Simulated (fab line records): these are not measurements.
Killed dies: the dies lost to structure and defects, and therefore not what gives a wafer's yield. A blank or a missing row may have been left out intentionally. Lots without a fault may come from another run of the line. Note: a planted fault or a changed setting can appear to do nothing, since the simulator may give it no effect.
Matching of chambers    flow n5-finfet    N5_BEOL_M15_ILD_DEP_00 on pecvd-01 has 3 sister chambers
The step deposits SiO2 from TEOS/O2, target thk 1629.3 nm, time 346.1 s. 18 wafers are shown with their chamber, then 9 later ones without.

WAFERS WITH THEIR CHAMBER
wafer   chamber  throttle-valve-pct (%)  heater-power-w (W)  showerhead-plenum-p-Torr (Torr)
L076.1  0        19.2                    461                 8.31
L076.4  2        17.5                    844                 8.41
L076.6  1        18.6                    319                 8.37
L077.2  1        18.5                    444                 8.38
L077.4  2        17.8                    755                 8.39
L077.6  1        18.5                    324                 8.36
L078.1  2        17.7                    740                 8.36
L078.3  1        18.6                    437                 8.37
L078.4  2        17.6                    828                 8.37
L079.2  2        17.6                    826                 8.37
L079.3  0        19.2                    593                 8.28
L079.6  2        17.8                    659                 8.38
L081.4  0        19.5                    459                 8.25
L081.5  1        18.9                    414                 8.39
L081.6  2        17.7                    829                 8.38
L086.1  2        17.3                    808                 8.39
L086.3  1        18.7                    452                 8.38
L086.5  1        18.7                    330                 8.35

SIGNATURES, as means of the wafers listed above
reading                   chamber 0  chamber 1  chamber 2  scatter within a chamber
throttle-valve-pct        19.300     18.643     17.625     0.158
heater-power-w            504.33     388.57     786.12     64.6
showerhead-plenum-p-Torr  8.2800     8.3714     8.3812     0.0175
Rule: a wafer lies at a distance from a chamber equal to the root of the sum of squares, over the readings, of (its reading less the chamber's mean, divided by the reading's scatter). If the next closest chamber is less than 2 further off than the closest, the wafer can't be placed; otherwise it belongs to the closest. The scatter is the square root of a quotient: the sum, over the shown wafers, of each reading's squared deviation from its chamber's mean, divided by wafers minus chambers.

WAFERS WITHOUT THEIR CHAMBER
wafer   throttle-valve-pct (%)  heater-power-w (W)  showerhead-plenum-p-Torr (Torr)
L087.2  19.2                    469                 8.29
L087.5  18.0                    654                 8.38
L087.6  19.4                    586                 8.26
L097.4  17.7                    809                 8.39
L097.5  19.4                    446                 8.30
L097.6  18.5                    426                 8.39
L096.1  18.3                    806                 8.41
L096.5  19.3                    599                 8.28
L096.6  18.0                    640                 8.38

WHICH CHAMBER EACH WENT THROUGH
wafer   from the rows above  in truth
L087.2  0                    0
L087.5  2                    2
L087.6  0                    0
L097.4  2                    2
L097.5  0                    0
L097.6  1                    1
L096.1  2                    2
L096.5  0                    0
L096.6  2                    2
Placed correctly: 9 of 9. From these rows, 0 cannot be placed. Number placed wrongly: 0.
